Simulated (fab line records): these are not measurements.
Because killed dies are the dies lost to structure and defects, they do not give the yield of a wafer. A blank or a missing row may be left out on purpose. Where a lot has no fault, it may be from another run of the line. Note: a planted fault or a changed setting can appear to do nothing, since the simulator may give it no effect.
Matching of chambers / flow n5 finfet / rie diel-06 running N5_BEOL_M8_STRIP_19: 4 sister chambers
The step strips in O2. 4 wafers are shown with their chamber, then 8 later ones without.

WAFERS PAIRED WITH THEIR CHAMBERS
wafer=L080.2; chamber=2; drypump motor current A (A)=5.4
wafer=L087.3; chamber=3; drypump motor current A (A)=6.7
wafer=L088.6; chamber=1; drypump motor current A (A)=4.8
wafer=L091.2; chamber=0; drypump motor current A (A)=5.2

WAFERS WHOSE CHAMBER IS MISSING
wafer=L091.4; drypump motor current A (A)=5.4
wafer=L091.5; drypump motor current A (A)=5.1
wafer=L092.1; drypump motor current A (A)=5.2
wafer=L092.4; drypump motor current A (A)=5.4
wafer=L092.6; drypump motor current A (A)=6.7
wafer=L096.2; drypump motor current A (A)=6.7
wafer=L096.4; drypump motor current A (A)=5.4
wafer=L096.6; drypump motor current A (A)=4.9

WHICH CHAMBER EACH WENT THROUGH
wafer=L091.4; from the rows above=2; in truth=2
wafer=L091.5; from the rows above=0; in truth=0
wafer=L092.1; from the rows above=0; in truth=0
wafer=L092.4; from the rows above=2; in truth=2
wafer=L092.6; from the rows above=3; in truth=3
wafer=L096.2; from the rows above=3; in truth=3
wafer=L096.4; from the rows above=2; in truth=2
wafer=L096.6; from the rows above=1; in truth=1
Correct placement for 8 of the 8. Number that these rows cannot place: 0. Placed wrongly: 0.
How it was worked out, from the rows above alone: a wafer's distance from a chamber is the root of the sum, over the readings, of the square of ((its reading less the chamber's mean) divided by the reading's scatter). If the next closest chamber is less than 2 further off than the closest, the wafer can't be placed; otherwise it belongs to the closest. The mean given for a chamber averages the wafers shown for that chamber. The scatter (one wafer shown for each chamber): square how far every hidden wafer sits from the nearest shown wafer, average those squares and take the square root.
